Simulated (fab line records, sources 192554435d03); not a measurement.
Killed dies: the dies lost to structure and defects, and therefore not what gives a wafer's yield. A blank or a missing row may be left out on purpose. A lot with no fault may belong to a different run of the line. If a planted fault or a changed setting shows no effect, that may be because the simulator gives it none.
fab line records	flow n5-finfet
record lots=6	wafers=16	last-day=17
route steps=1938 shown BEOL_M3@968 BEOL_M4@1111 PASSIVATION@1936
lots with no fault: from the same line, run without faults
start-h: hours from the record's opening day to when the first of the lot's shown wafers began	wait-h: hours since the lot's step before	" identical to the entry in the row above	L1.1+2: a row that stands for several wafers	- no value present, or no start provided	* or withheld: withheld	< > ~ a bound
route shown NAME@n: a module of which the file shows steps, and the number in the route of the first	usual: mean and standard deviation over wafers with no fault	same: alike in all rows	chamber/n: place in a boat	sites: the reading at each site	_std_site: standard deviation across them	_edge_site: outer sites' mean less inner sites'	radius-mm: for every site, how far away it sits from the centre of the wafer	mask NAME#n: copy n	behind: the tool/chamber that last shaped the wafer	hold: the reason the lot was held/the length of the hold in hours/how it ended	device: whichever transistor did not switch (one of n, p or np)	end of line: tests of these same wafers at the route's end	a step given without rows: its recipe and nothing more	killed: the dies lost at the first sort to structure and to defects; this is not the yield of the wafer	map: a wafer's dies, marking killed ones x, the rest . and places with no die _
set.NAME: the setting the step ran with; set.NAME@STEP: the setting that earlier step ran with	model.NAME: the simulator's own value behind a step, which no gauge read
lots at selected steps of the route; one table per step, one row per wafer
services: a tool's chamber out of use, with start hour (start-h, from the record's first day; less than 0 if before it), hours out, and reason
## steps
# step N5_BEOL_M3_INSPECT_30
# recipe mode=adi	inspect-instrument=brightfield
# usual raw-defect-count=403/100
lot.wafer	tool	chamber	start-h	wait-h	raw-defect-count
L738.2	defect-inspect-02	-	172.23	0.0	393
L738.3	"	-	"	"	300
L738.6	"	-	"	"	433
L744.1	defect-inspect-02	-	199.16	0.1	525
L744.4	"	-	"	"	636
L744.6	"	-	"	"	370
L747.3	defect-inspect-02	-	221.79	0.0	308
L747.4	"	-	"	"	523
L747.6	"	-	"	"	439
L749.2	defect-inspect-02	-	237.49	0.0	333
L749.3	"	-	"	"	351
L749.5	"	-	"	"	340
L751.2	defect-inspect-02	-	256.12	0.0	334
L751.4	"	-	"	"	477
L756.1	defect-inspect-01	-	271.49	0.1	268
L756.2	"	-	"	"	363
# step N5_BEOL_M3_DESCUM_33
# recipe chemistry=O2	time-s=7	source-power-w=50	bias-power-w=20	pressure-mtorr=20	rf-frequency-hz=2.712e+07	temp-c=40	resist=CAR-EUV	o2-flow-sccm=225
# step N5_BEOL_M3_ETCH_77
# recipe chemistry=N2/H2	target=underlayer	target-depth-a=65	mask-material=CAR-EUV	time-s=5.2	ion-energy-ev=200	pressure-mtorr=30	source-w=840	bias-w=150	n2-flow-sccm=200	h2-flow-sccm=200	ends=cleared
# usual drypump-motor-current-A=5.7/0.4	etch-rf-on-time-s=5.17/0.081	h2-flow-sccm=199.9/0.57	oes-product-au=0.68/0.073	rf-vpp-V=524.4/2.8	showerhead-plenum-p-Torr=2.56/0.088	throttle-valve-pct=17.82/0.19
lot.wafer	tool	chamber	start-h	wait-h	drypump-motor-current-A	etch-rf-on-time-s	h2-flow-sccm	oes-product-au	rf-hours-counter-h	rf-vpp-V	showerhead-plenum-p-Torr	throttle-valve-pct
L738.2	rie-diel-03	3	172.30	0.0	5.9	5.18	200.0	0.63	170	522.4	2.54	17.87
L738.3	"	0	"	"	5.5	5.25	200.6	0.66	129	524.0	2.55	17.82
L738.6	"	0	"	"	5.5	5.27	200.3	0.65	-	522.1	2.55	17.80
L744.1	rie-diel-03	1	199.23	0.0	5.6	5.16	199.0	0.76	40	525.4	2.59	17.73
L744.4	"	0	"	"	5.5	5.32	200.3	0.64	139	525.1	2.55	17.83
L744.6	"	0	"	"	5.5	5.22	200.2	0.65	-	524.0	2.55	17.82
L747.3	rie-diel-06	2	221.93	0.0	6.2	5.12	199.7	0.67	132	516.4	2.35	17.86
L747.4	"	1	"	"	5.1	5.30	198.8	0.59	236	519.8	2.40	18.10
L747.6	"	1	"	"	5.1	5.26	199.5	0.59	-	519.9	2.40	18.09
L749.2	rie-diel-03	0	237.56	0.0	5.5	5.23	199.5	0.64	149	525.4	2.54	17.87
L749.3	"	2	"	"	6.3	5.11	199.9	0.60	240	527.0	2.62	18.17
L749.5	"	0	"	"	5.5	5.22	199.7	0.65	-	524.5	2.54	17.81
L751.2	rie-diel-03	0	256.18	0.0	5.5	5.33	199.5	0.63	156	522.8	2.54	17.87
L751.4	"	0	"	"	5.5	5.35	199.2	0.63	-	522.5	2.54	17.85
L756.1	rie-diel-02	2	271.56	0.0	5.6	5.22	200.5	0.61	201	526.2	2.63	17.77
L756.2	"	0	"	"	4.7	5.04	199.5	0.81	21	527.2	2.59	17.62
# step N5_BEOL_M3_ETCH_69
# recipe chemistry=CF4	target=SiARC	target-depth-a=156	mask-material=CAR-EUV	time-s=26	ion-energy-ev=80	pressure-mtorr=40	source-w=545	bias-w=36	Ar_flow_sccm=100	cf4-flow-sccm=100	ends=cleared
# step N5_BEOL_M3_ALD_98
# recipe material=SiO2	target-thk-a=25	temp-c=100	ald-precursor-family=BDEAS	ald-co-reactant=O2-plasma	pulse-time-s=1	co-reactant-pulse-time-s=1	purge-time-s=2	co-reactant-purge-time-s=2	ald-cycles=17	pressure-torr=2
# usual heater-power-w=78/8.3	precursor-pulse-height-rel=0.999/0.019	susceptor-temp-C=99.99/0.12
lot.wafer	tool	chamber	start-h	wait-h	heater-power-w	precursor-pulse-height-rel	susceptor-temp-C
L738.2	ald-sin-04	1	172.40	0.1	88	1.025	99.89
L738.3	"	3	"	"	74	0.992	100.20
L738.6	"	3	"	"	72	1.012	100.14
L744.1	ald-sin-03	2	199.36	0.1	86	0.998	100.09
L744.4	"	1	"	"	66	0.962	99.92
L744.6	"	2	"	"	84	1.004	99.94
L747.3	ald-sin-02	1	222.04	0.1	79	0.992	100.03
L747.4	"	2	"	"	71	1.010	100.07
L747.6	"	1	"	"	81	1.026	100.00
L749.2	ald-sin-04	1	237.66	0.1	90	0.988	100.19
L749.3	"	0	"	"	72	0.994	99.87
L749.5	"	3	"	"	74	0.991	99.78
L751.2	ald-sin-04	1	256.28	0.1	90	0.987	100.03
L751.4	"	3	"	"	73	1.017	99.83
L756.1	ald-sin-03	2	272.35	0.7	85	0.996	99.95
L756.2	"	0	"	"	75	1.011	100.01
# step N5_BEOL_M3_ETCHBACK_99
# recipe chemistry=CHF3	target=SiO2	target-depth-a=50	time-s=10.4	source-w=215	bias-w=47	Ar_flow_sccm=200	CHF3_flow_sccm=12	ion-energy-ev=100	pressure-mtorr=30
# step N5_BEOL_M3_ETCH_70
# recipe chemistry=N2/H2	target=SOC	target-depth-a=800	overetch-a=160	mask-material=SiARC	temp-c=40	time-s=120	ion-energy-ev=200	pressure-mtorr=30	source-w=840	bias-w=150	n2-flow-sccm=200	h2-flow-sccm=200
# usual drypump-motor-current-A=5.6/0.46	h2-flow-sccm=200.0/0.59	oes-product-au=0.60/0.067	rf-vpp-V=524.2/2.5	run-length-s=143.2/0.51	showerhead-plenum-p-Torr=2.56/0.087	throttle-valve-pct=17.78/0.19
lot.wafer	tool	chamber	start-h	wait-h	drypump-motor-current-A	h2-flow-sccm	oes-product-au	rf-hours-counter-h	rf-vpp-V	run-length-s	showerhead-plenum-p-Torr	throttle-valve-pct
L738.2	rie-diel-02	3	180.83	0.0	5.9	198.7	0.57	144	524.3	142.9	2.56	17.60
L738.3	"	2	"	"	5.7	200.8	0.57	170	526.3	144.0	2.65	17.66
L738.6	"	2	"	"	5.6	200.0	0.56	-	525.8	144.2	2.65	17.68
L744.1	rie-diel-03	3	216.41	0.0	5.9	200.3	0.56	184	522.8	142.7	2.53	17.86
L744.4	"	2	"	"	6.3	200.5	0.54	236	525.1	143.1	2.62	18.12
L744.6	"	1	"	"	5.6	199.1	0.69	-	525.4	143.4	2.59	17.68
L747.3	rie-diel-02	1	232.29	0.0	5.1	200.4	0.53	249	525.0	143.5	2.61	17.90
L747.4	"	0	"	"	4.6	199.8	0.74	9	524.3	142.8	2.59	17.57
L747.6	"	0	"	"	4.7	200.2	0.74	-	525.7	142.6	2.59	17.58
L749.2	rie-diel-03	2	238.55	0.0	6.4	199.5	0.54	240	525.0	142.7	2.62	18.12
L749.3	"	0	"	"	5.5	200.0	0.58	150	523.5	142.6	2.54	17.81
L749.5	"	0	"	"	5.5	200.2	0.58	-	523.2	142.5	2.54	17.81
L751.2	rie-diel-03	0	258.63	0.0	5.5	200.8	0.57	157	523.8	142.9	2.54	17.81
L751.4	"	0	"	"	5.5	199.9	0.58	-	524.4	142.8	2.54	17.82
L756.1	rie-diel-03	1	272.52	0.0	5.6	200.3	0.66	64	524.6	143.1	2.58	17.72
L756.2	"	2	"	"	6.3	200.3	0.53	255	526.1	142.6	2.61	18.15
# step N5_BEOL_M3_STRIP_71
# recipe chemistry=N2/H2	temp-c=40	n2-flow-sccm=200	h2-flow-sccm=200	rf-frequency-hz=6e+07
# step N5_BEOL_M3_STRIP_78
# recipe chemistry=N2/H2	temp-c=40	n2-flow-sccm=200	h2-flow-sccm=200	rf-frequency-hz=6e+07
# step N5_BEOL_M3_VIA_ETCH_34
# recipe chemistry=C4F6/O2	target-depth-a=694	mask-material=SOC	pressure-mtorr=15	ion-energy-ev=250	taper-deg=4	time-s=65.9	source-w=350	bias-w=170	Ar_flow_sccm=300	C4F6_flow_sccm=10	O2_flow_sccm=10
# usual C4F6_flow_sccm=10.001/0.028	drypump-motor-current-A=5.6/0.46	oes_f_703_au=0.78/0.082	oes-product-au=0.78/0.093	rf-vpp-V=670/4.8	run-length-s=89.1/0.51	showerhead-plenum-p-Torr=2.85/0.093	throttle-valve-pct=30.69/0.18
lot.wafer	tool	chamber	start-h	wait-h	C4F6_flow_sccm	drypump-motor-current-A	oes_f_703_au	oes-product-au	rf-hours-counter-h	rf-vpp-V	run-length-s	showerhead-plenum-p-Torr	throttle-valve-pct
L738.2	rie-diel-02	3	180.93	0.0	9.994	5.9	0.75	0.74	144	659	89.4	2.84	30.35
L738.3	"	2	"	"	9.982	5.6	0.74	0.73	170	674	89.9	2.93	30.44
L738.6	"	2	"	"	9.965	5.7	0.73	0.72	-	674	89.9	2.93	30.44
L744.1	rie-diel-03	3	216.51	0.0	10.014	5.9	0.74	0.73	184	666	88.8	2.83	30.77
L744.4	"	2	"	"	9.962	6.4	0.71	0.69	236	674	88.8	2.91	30.86
L744.6	"	1	"	"	10.017	5.6	0.88	0.90	-	674	89.1	2.90	30.74
L747.3	rie-diel-02	1	232.39	0.0	10.015	5.1	0.70	0.70	249	669	89.7	2.90	30.68
L747.4	"	0	"	"	10.026	4.6	0.95	0.98	9	670	89.1	2.92	30.82
L747.6	"	0	"	"	10.003	4.7	0.95	0.97	-	670	89.3	2.92	30.84
L749.2	rie-diel-03	2	238.65	0.0	10.017	6.4	0.71	0.70	241	673	88.7	2.91	30.84
L749.3	"	0	"	"	10.003	5.5	0.75	0.75	150	670	88.8	2.85	30.79
L749.5	"	0	"	"	10.009	5.5	0.74	0.75	-	669	88.8	2.85	30.79
L751.2	rie-diel-03	0	258.73	0.0	9.991	5.5	0.74	0.74	157	670	88.6	2.84	30.78
L751.4	"	0	"	"	9.981	5.5	0.74	0.75	-	670	88.4	2.84	30.79
L756.1	rie-diel-03	1	272.62	0.0	10.054	5.6	0.83	0.87	64	675	89.2	2.89	30.76
L756.2	"	2	"	"	10.062	6.3	0.70	0.68	255	672	89.2	2.90	30.87
# step N5_BEOL_M3_STRIP_83
# recipe chemistry=C4F6/O2	resist=SiARC	rf-frequency-hz=6e+07
# step N5_BEOL_M3_STRIP_36
# recipe chemistry=N2/H2	power-w=450	temp-c=40	pressure-mtorr=20	rf-frequency-hz=6e+07	overash-fraction=0.3	bias-power-w=7	h2-frac=0.5	n2-flow-sccm=200	h2-flow-sccm=200
# usual drypump-motor-current-A=5.6/0.46	h2-flow-sccm=200.0/0.59	oes-product-au=0.79/0.094	rf-vpp-V=59.3/1.5	showerhead-plenum-p-Torr=2.55/0.087	throttle-valve-pct=23.55/0.18
lot.wafer	tool	chamber	start-h	wait-h	drypump-motor-current-A	h2-flow-sccm	oes-product-au	rf-hours-counter-h	rf-vpp-V	showerhead-plenum-p-Torr	throttle-valve-pct
L738.2	rie-diel-02	3	180.99	0.0	5.9	199.8	0.73	144	58.7	2.55	23.38
L738.3	"	2	"	"	5.6	199.0	0.72	170	60.4	2.64	23.41
L738.6	"	2	"	"	5.6	199.4	0.73	-	58.6	2.64	23.38
L744.1	rie-diel-03	3	216.57	0.0	5.9	200.4	0.73	184	58.5	2.53	23.56
L744.4	"	2	"	"	6.4	200.0	0.69	236	58.7	2.62	23.91
L744.6	"	1	"	"	5.6	199.7	0.90	-	59.7	2.59	23.53
L747.3	rie-diel-02	1	232.45	0.0	5.0	200.7	0.70	249	58.6	2.60	23.60
L747.4	"	0	"	"	4.7	199.9	0.99	9	59.9	2.59	23.40
L747.6	"	0	"	"	4.7	199.8	0.99	-	61.4	2.59	23.37
L749.2	rie-diel-03	2	238.71	0.0	6.4	201.0	0.69	241	58.8	2.62	23.93
L749.3	"	0	"	"	5.6	199.6	0.76	150	59.2	2.54	23.51
L749.5	"	0	"	"	5.5	200.4	0.75	-	60.6	2.54	23.51
L751.2	rie-diel-03	0	258.79	0.0	5.5	199.7	0.73	157	58.2	2.54	23.49
L751.4	"	0	"	"	5.5	199.1	0.74	-	56.4	2.54	23.49
L756.1	rie-diel-03	1	272.68	0.0	5.6	200.3	0.87	64	59.0	2.58	23.56
L756.2	"	2	"	"	6.3	201.0	0.69	255	59.8	2.61	23.93
# step N5_BEOL_M3_TRENCH_ETCH_37
# recipe chemistry=C4F6/O2	target-depth-a=555.55	target=SiOC	time-s=29.2	ion-energy-ev=250	pressure-mtorr=30	source-w=355	bias-w=185	Ar_flow_sccm=300	C4F6_flow_sccm=10	O2_flow_sccm=10
# usual C4F6_flow_sccm=10.001/0.029	drypump-motor-current-A=5.6/0.46	oes_f_703_au=0.78/0.083	oes-product-au=0.78/0.092	rf-vpp-V=670/4.7	run-length-s=52.5/0.54	showerhead-plenum-p-Torr=2.86/0.093	throttle-valve-pct=20.83/0.18
lot.wafer	tool	chamber	start-h	wait-h	C4F6_flow_sccm	drypump-motor-current-A	oes_f_703_au	oes-product-au	rf-hours-counter-h	rf-vpp-V	run-length-s	showerhead-plenum-p-Torr	throttle-valve-pct	model.etch.depth-nm	model.BEOL_M3.feature-depth-nm
L738.2	rie-diel-02	3	181.03	-	9.974	5.9	0.74	0.75	144	660	52.5	2.84	20.56	56.23	56.2
L738.3	"	2	"	"	10.044	5.7	0.73	0.74	170	675	53.1	2.94	20.63	55.98	56
L738.6	"	2	"	"	9.975	5.7	0.73	0.74	-	672	53.1	2.94	20.64	55.54	55.6
L744.1	rie-diel-03	3	216.61	-	9.976	5.9	0.73	0.73	184	667	52.1	2.83	20.91	54.65	54.6
L744.4	"	2	"	"	9.991	6.4	0.71	0.70	236	673	52.1	2.91	21.05	55.27	55.2
L744.6	"	1	"	"	10.021	5.6	0.87	0.90	-	675	52.6	2.90	20.81	56.17	56.2
L747.3	rie-diel-02	1	232.49	-	9.948	5.1	0.70	0.69	249	672	53.3	2.91	20.90	55.06	55
L747.4	"	0	"	"	10.054	4.7	0.95	0.97	9	671	51.8	2.92	20.79	55.89	55.8
L747.6	"	0	"	"	10.007	4.7	0.95	0.98	-	670	52.3	2.92	20.80	56.19	56.2
L749.2	rie-diel-03	2	238.75	-	10.058	6.4	0.70	0.70	241	673	52.0	2.91	21.05	56.15	56.2
L749.3	"	0	"	"	9.963	5.5	0.74	0.75	150	670	52.1	2.85	20.93	55.31	55.4
L749.5	"	0	"	"	9.988	5.5	0.75	0.75	-	670	52.0	2.85	20.92	55.02	55
L751.2	rie-diel-03	0	258.83	-	10.015	5.5	0.74	0.74	157	669	48.2	2.85	20.92	48.57	48.6
L751.4	"	0	"	"	9.972	5.5	0.74	0.75	-	670	51.6	2.85	20.92	54.89	54.8
L756.1	rie-diel-03	1	272.72	-	10.029	5.6	0.84	0.86	64	676	49.1	2.89	20.85	49.53	49.6
L756.2	"	2	"	"	10.008	6.3	0.70	0.69	255	673	48.5	2.90	21.08	48.96	49
# step N5_BEOL_M3_ETCH_41
# recipe chemistry=CH3F/O2	target=SiCN	target-depth-a=299	taper-deg=2	time-s=52.5	ion-energy-ev=120	mask-material=TiN	pressure-mtorr=30	source-w=395	bias-w=75	Ar_flow_sccm=150	CH3F_flow_sccm=30	O2_flow_sccm=20
# step N5_BEOL_M3_STRIP_97
# recipe chemistry=N2/H2	time-s=10	power-w=450	temp-c=40	pressure-mtorr=20	rf-frequency-hz=6e+07	bias-power-w=7	n2-flow-sccm=200	h2-flow-sccm=200
# step N5_BEOL_M3_OCD_MEAS_38
# usual trench-depth-nm=55.5/0.87
lot.wafer	tool	chamber	start-h	wait-h	trench-depth-nm
L738.2	ocd-01	-	181.18	-	56.2
L738.3	"	-	"	"	56.1
L738.6	"	-	"	"	55.2
L744.1	ocd-02	-	216.76	-	54.5
L744.4	"	-	"	"	56.0
L744.6	"	-	"	"	56.3
L747.3	ocd-01	-	232.65	-	55.0
L747.4	"	-	"	"	56.1
L747.6	"	-	"	"	56.2
L749.2	ocd-01	-	238.91	-	55.8
L749.3	"	-	"	"	55.0
L749.5	"	-	"	"	55.6
L751.2	ocd-02	-	258.98	-	48.4
L751.4	"	-	"	"	55.0
L756.1	ocd-01	-	272.87	-	49.6
L756.2	"	-	"	"	49.2
# step N5_BEOL_M3_HM_STRIP_39
# recipe chemistry=peroxide-tin-strip	material=TiN	target-depth-a=250	temp-c=50	time-s=158
# step N5_BEOL_M4_RC_MEAS_101
# usual DIBL_N=36.0/1.4	DIBL_P=36.1/1.4	IOFF_N=0.153/0.02	IOFF_P=0.211/0.026	ION_N=673/8.7	ION_P=463/6.7	SS_N=71.5/0.5	SS_P=73.3/0.54	VT_N=250.1/2.4	VT_P=-250.2/2.9
lot.wafer	tool	chamber	start-h	wait-h	DIBL_N[mV/V]	DIBL_P[mV/V]	IOFF_N[nA/um]	IOFF_P[nA/um]	ION_N[uA/um]	ION_P[uA/um]	SS_N[mV/dec]	SS_P[mV/dec]	VT_N[mV]	VT_P[mV]
L738.2	prober-01	0	204.90	0.2	35.3	35.9	0.147	0.217	671	462	72.6	73.5	251.7	-248.1
L738.3	"	0	"	"	36.3	37.1	0.166	0.236	667	458	72.2	73.6	250.5	-249.8
L738.6	"	0	"	"	34.9	34.9	0.141	0.200	665	460	72.2	72.7	251.1	-248.4
L744.1	prober-01	0	239.22	0.0	36.3	36.8	0.167	0.220	678	468	71.0	73.5	250.2	-250.0
L744.4	"	0	"	"	36.5	37.1	0.159	0.223	671	462	71.1	73.4	252.3	-246.7
L744.6	"	0	"	"	38.0	38.8	0.192	0.253	685	473	72.5	73.9	247.5	-246.7
L747.3	prober-02	0	263.01	0.3	35.1	36.1	0.140	0.200	668	456	71.1	72.5	252.6	-252.5
L747.4	"	0	"	"	34.4	35.7	0.135	0.197	668	463	71.7	72.8	253.2	-249.1
L747.6	"	0	"	"	34.9	35.8	0.142	0.202	670	463	71.7	72.5	252.4	-251.1
L749.2	prober-02	0	270.72	1.1	35.8	34.0	0.128	0.190	667	455	71.3	72.9	252.5	-251.2
L749.3	"	0	"	"	38.2	37.6	0.172	0.245	680	471	71.9	74.4	248.7	-247.1
L749.5	"	0	"	"	37.3	36.1	0.160	0.228	681	471	71.7	74.0	250.8	-249.4
L751.2	prober-02	0	281.88	0.7	38.6	37.6	0.172	0.221	668	460	71.7	72.8	248.4	-249.8
L751.4	"	0	"	"	38.0	37.9	0.154	0.224	667	459	72.2	73.2	253.8	-250.5
L756.1	prober-01	0	299.46	0.0	37.8	39.0	0.179	0.240	688	467	72.2	73.9	245.8	-249.0
L756.2	"	0	"	"	36.4	36.6	0.149	0.200	678	455	72.0	73.2	250.5	-251.2
# step N5_PASSIVATION_PROBE_49
# usual defect-limited-yield=91.2/1.4	killed_at_M0_to_M3=34/9.7	killed_at_M4_up=14/5.2	killed-at-contacts=13/6.7	killed-at-front-end=39/11	killed-at-other=3.6/2.6	killed-dies=104/17	killed-open=69/12	killed-short=34/8.2	sort_bin_5_function=5.3/0.89	sort_bin_6_memory=3.2/0.69	sort_bin_8_speed=0/0	sort-n-pass=1076/17	sort-yield-pct=91.2/1.4
# same gross-dies=1180	killed-at-back-side=0	sort_bin_4_leakage[%]=0
lot.wafer	tool	chamber	start-h	wait-h	defect-limited-yield[%]	killed_at_M0_to_M3	killed_at_M4_up	killed-at-contacts	killed-at-front-end	killed-at-other	killed-dies	killed-open	killed-short	sort_bin_5_function[%]	sort_bin_6_memory[%]	sort_bin_8_speed[%]	sort-n-pass	sort-yield-pct[%]
L738.2	prober-01	-	315.16	0.1	92.2	40	5	6	38	3	92	59	31	4.7	2.4	0	1088	92.2
L738.3	prober-01	-	315.21	0.1	90.7	31	15	9	51	4	110	70	38	5.5	3.6	0	1070	90.7
L738.6	prober-01	-	315.36	0.3	92.3	34	9	8	39	1	91	65	25	4.8	2.8	0	1089	92.3
L744.1	prober-02	-	348.52	0.0	89.5	43	13	5	58	5	124	82	42	6.3	3.8	0	1056	89.5
L744.4	prober-02	-	348.67	0.2	88.9	46	27	12	42	4	131	87	44	6.7	4.1	0	1049	88.9
L744.6	prober-02	-	348.77	0.3	90.8	40	16	18	31	4	109	70	38	5.6	3.4	0	1071	90.8
L747.3	prober-02	-	361.48	0.1	90.8	23	21	5	55	5	109	73	34	5.4	3.6	0	1071	90.8
L747.4	prober-02	-	361.53	0.2	91.2	34	13	9	44	4	104	61	42	4.6	4.0	0	1076	91.2
L747.6	prober-02	-	361.63	0.3	91.7	27	17	10	42	2	98	61	36	4.7	2.7	0	1082	91.7
L749.2	prober-02	-	379.64	0.1	95.2	12	9	9	26	1	57	34	22	3.1	1.4	0	1123	95.2
L749.3	prober-02	-	379.69	0.1	91.4	35	7	10	49	1	102	71	30	5.1	3.3	0	1078	91.4
L749.5	prober-02	-	379.79	0.2	91.4	24	17	17	38	5	101	66	35	5.1	2.9	0	1079	91.4
L751.2	prober-01	-	393.04	0.1	91.0	30	6	28	37	5	106	76	28	5.3	3.2	0	1074	91.0
L751.4	prober-01	-	393.14	0.2	90.1	35	15	13	49	5	117	79	31	6.4	3.3	0	1063	90.1
L756.1	prober-02	-	414.09	0.0	91.0	23	13	9	61	0	106	63	42	4.6	3.9	0	1074	91.0
L756.2	prober-02	-	414.14	0.1	89.7	47	13	22	37	2	121	80	40	5.9	4.0	0.08	1059	89.7
# killed by level:class
L738.2 BEOL_M0_SAQP:geometric-particle:open=16 BEOL_M0_SAQP:geometric-particle:short=15 FIN_SAQP:geometric-particle:open=11 STI_FIN_REVEAL:geometric-particle:open=10 FIN_SAQP:geometric-particle:short=7 MOL_CONTACT_COAG:geometric-particle:open=5 BEOL_M1:geometric-particle:open=4 BEOL_M3:geometric-particle:open=3
L738.3 FIN_SAQP:geometric-particle:open=11 FIN_SAQP:geometric-particle:short=9 MOL_CONTACT_COAG:geometric-particle:open=7 BEOL_M2:geometric-particle:open=7 BEOL_M3:geometric-particle:open=7 BEOL_M0_SAQP:geometric-particle:short=6 BEOL_M4:geometric-particle:open=6 STI_FIN_REVEAL:geometric-particle:open=5
L738.6 STI_FIN_REVEAL:geometric-particle:open=12 BEOL_M0_SAQP:geometric-particle:open=12 BEOL_M4:geometric-particle:open=7 BEOL_M1:geometric-particle:open=7 FIN_SAQP:geometric-particle:short=6 MOL_CONTACT_COAG:geometric-particle:open=6 BEOL_M0_SAQP:geometric-particle:short=6 STI_FIN_REVEAL:geometric-particle:short=4
L744.1 FIN_SAQP:geometric-particle:open=18 FIN_SAQP:geometric-particle:short=16 BEOL_M1:geometric-particle:open=11 BEOL_M3:geometric-particle:open=8 BEOL_M0_SAQP:geometric-particle:open=8 BEOL_M2:geometric-particle:open=7 BEOL_M4:geometric-particle:open=6 DUMMY_GATE:geometric-particle:open=5
L744.4 BEOL_M4:geometric-particle:open=17 BEOL_M1:geometric-particle:open=11 STI_FIN_REVEAL:geometric-particle:open=10 BEOL_M2:geometric-particle:open=10 MOL_CONTACT_COAG:geometric-particle:open=9 BEOL_M0_SAQP:geometric-particle:short=8 FIN_SAQP:geometric-particle:short=6 BEOL_M3:geometric-particle:open=6
L744.6 MOL_CONTACT_COAG:geometric-particle:open=13 BEOL_M1:geometric-particle:open=13 FIN_SAQP:geometric-particle:short=9 BEOL_M0_SAQP:geometric-particle:open=7 MOL_CONTACT_COAG:geometric-particle:short=5 BEOL_M6:geometric-particle:open=5 FIN_SAQP:geometric-particle:open=4 BEOL_M2:geometric-particle:open=4
L747.3 STI_FIN_REVEAL:geometric-particle:open=19 BEOL_M5:geometric-particle:open=8 FIN_SAQP:geometric-particle:short=7 BEOL_M2:geometric-particle:open=7 STARTING-WAFER:geometric-particle:short=6 GATE_CUT:geometric-particle:short=5 GATE_CUT:geometric-particle:open=5 MOL_CONTACT_COAG:geometric-particle:open=5
L747.4 FIN_SAQP:geometric-particle:short=12 GATE_CUT:geometric-particle:short=9 STI_FIN_REVEAL:geometric-particle:open=8 BEOL_M2:geometric-particle:open=8 MOL_CONTACT_COAG:geometric-particle:open=7 BEOL_M3:geometric-particle:short=7 BEOL_M3:geometric-particle:open=6 DUMMY_GATE:geometric-particle:open=4
L747.6 GATE_CUT:geometric-particle:short=11 BEOL_M0_SAQP:geometric-particle:short=10 MOL_CONTACT_COAG:geometric-particle:open=8 FIN_SAQP:geometric-particle:open=7 GATE_CUT:geometric-particle:open=6 BEOL_M0_SAQP:geometric-particle:open=6 BEOL_M4:geometric-particle:open=6 FIN_SAQP:geometric-particle:short=5
L749.2 FIN_SAQP:geometric-particle:open=6 MOL_CONTACT_COAG:geometric-particle:open=6 FIN_SAQP:geometric-particle:short=5 BEOL_M1:geometric-particle:open=4 STARTING-WAFER:geometric-particle:open=3 MOL_CONTACT_COAG:geometric-particle:short=3 BEOL_M4:geometric-particle:open=3 BEOL_M5:geometric-particle:open=3
L749.3 FIN_SAQP:geometric-particle:open=12 BEOL_M3:geometric-particle:open=10 MOL_CONTACT_COAG:geometric-particle:open=9 FIN_SAQP:geometric-particle:short=8 BEOL_M2:geometric-particle:open=7 BEOL_M0_SAQP:geometric-particle:short=6 DUMMY_GATE:geometric-particle:open=5 BEOL_M0_SAQP:geometric-particle:open=5
L749.5 FIN_SAQP:geometric-particle:open=14 MOL_CONTACT_COAG:geometric-particle:open=12 BEOL_M2:geometric-particle:open=7 BEOL_M3:geometric-particle:open=6 GATE_CUT:geometric-particle:short=6 MOL_CONTACT_COAG:geometric-particle:short=5 BEOL_M0_SAQP:geometric-particle:short=5 FIN_SAQP:geometric-particle:short=4
L751.2 MOL_CONTACT_COAG:geometric-particle:open=22 FIN_SAQP:geometric-particle:open=11 BEOL_M2:geometric-particle:open=10 FIN_SAQP:geometric-particle:short=9 DUMMY_GATE:geometric-particle:open=6 MOL_CONTACT_COAG:geometric-particle:short=6 BEOL_M0_SAQP:geometric-particle:open=6 DUMMY_GATE:geometric-particle:short=5
L751.4 BEOL_M1:geometric-particle:open=15 MOL_CONTACT_COAG:geometric-particle:open=13 FIN_SAQP:geometric-particle:short=9 DUMMY_GATE:geometric-particle:open=9 FIN_SAQP:geometric-particle:open=8 BEOL_M0_SAQP:geometric-particle:short=8 ILD0:geometric-particle:open=5 BEOL_M4:geometric-particle:open=5
L756.1 STI_FIN_REVEAL:geometric-particle:open=18 BEOL_M4:geometric-particle:open=8 MOL_CONTACT_COAG:geometric-particle:open=7 FIN_SAQP:geometric-particle:open=6 FIN_SAQP:geometric-particle:short=6 STI_FIN_REVEAL:geometric-particle:short=6 DUMMY_GATE:geometric-particle:open=6 STARTING-WAFER:geometric-particle:short=6
L756.2 MOL_CONTACT_COAG:geometric-particle:open=15 BEOL_M2:geometric-particle:open=12 FIN_SAQP:geometric-particle:short=8 STI_FIN_REVEAL:geometric-particle:open=7 MOL_CONTACT_COAG:geometric-particle:short=7 BEOL_M0_SAQP:geometric-particle:open=7 FIN_SAQP:geometric-particle:open=6 GATE_CUT:geometric-particle:short=5
## services
tool	chamber	start-h	hours	kind
ald-sin-04	3	155.05	1.6	repair
ald-sin-02	1	168.33	11.9	repair
rie-diel-02	0	177.29	-	clean
rie-diel-02	0	177.29	-	consumable-replace:focus-ring
rie-diel-02	0	177.29	24.5	scheduled-down
rie-diel-02	0	177.29	24.5	vent-cycle
ald-sin-04	-	191.47	0.2	repair
rie-diel-03	-	210.92	0.5	repair
rie-diel-03	2	224.74	5.5	repair
rie-diel-02	1	235.50	-	clean
rie-diel-02	1	235.50	-	consumable-replace:focus-ring
rie-diel-02	1	235.50	16.7	scheduled-down
rie-diel-02	1	235.50	16.7	vent-cycle
rie-diel-03	3	237.13	57.4	repair
ald-sin-03	-	240.56	0.5	repair
ald-sin-02	-	254.67	0.8	repair
rie-diel-02	-	254.90	8.1	repair
rie-diel-06	1	265.26	-	clean
rie-diel-06	1	265.26	-	consumable-replace:focus-ring
rie-diel-06	1	265.26	-	consumable-replace:showerhead
rie-diel-06	1	265.26	13.6	scheduled-down
rie-diel-06	1	265.26	13.6	vent-cycle
ald-sin-04	-	268.67	6.0	pm
ald-sin-02	-	269.00	14.0	pm
## key
first-sign step=N5_BEOL_M3_TRENCH_ETCH_37	reading=run-length-s	direction=down	sigmas=7.2	usual=*	struck=*
effect step=N5_BEOL_M3_OCD_MEAS_38	reading=trench-depth-nm	direction=down	sigmas=7.4	usual=55.5	struck=49.1
model-effect step=N5_BEOL_M3_TRENCH_ETCH_37	value=etch.depth-nm	without=55.75	struck=49.02
met-at N5_BEOL_M3_TRENCH_ETCH_37
struck-wafers L751.2,L756.1,L756.2
onset-between 238.75 258.83
fault kind=process-parameter-drift	tool=rie-diel-03	chamber=-	onset-h=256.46	steps=N5_BEOL_M3_TRENCH_ETCH_37	channel=time-s	offset=*	shape=step	end-h=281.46	scope=struck-wafers-only	acts-in=*	stated=*
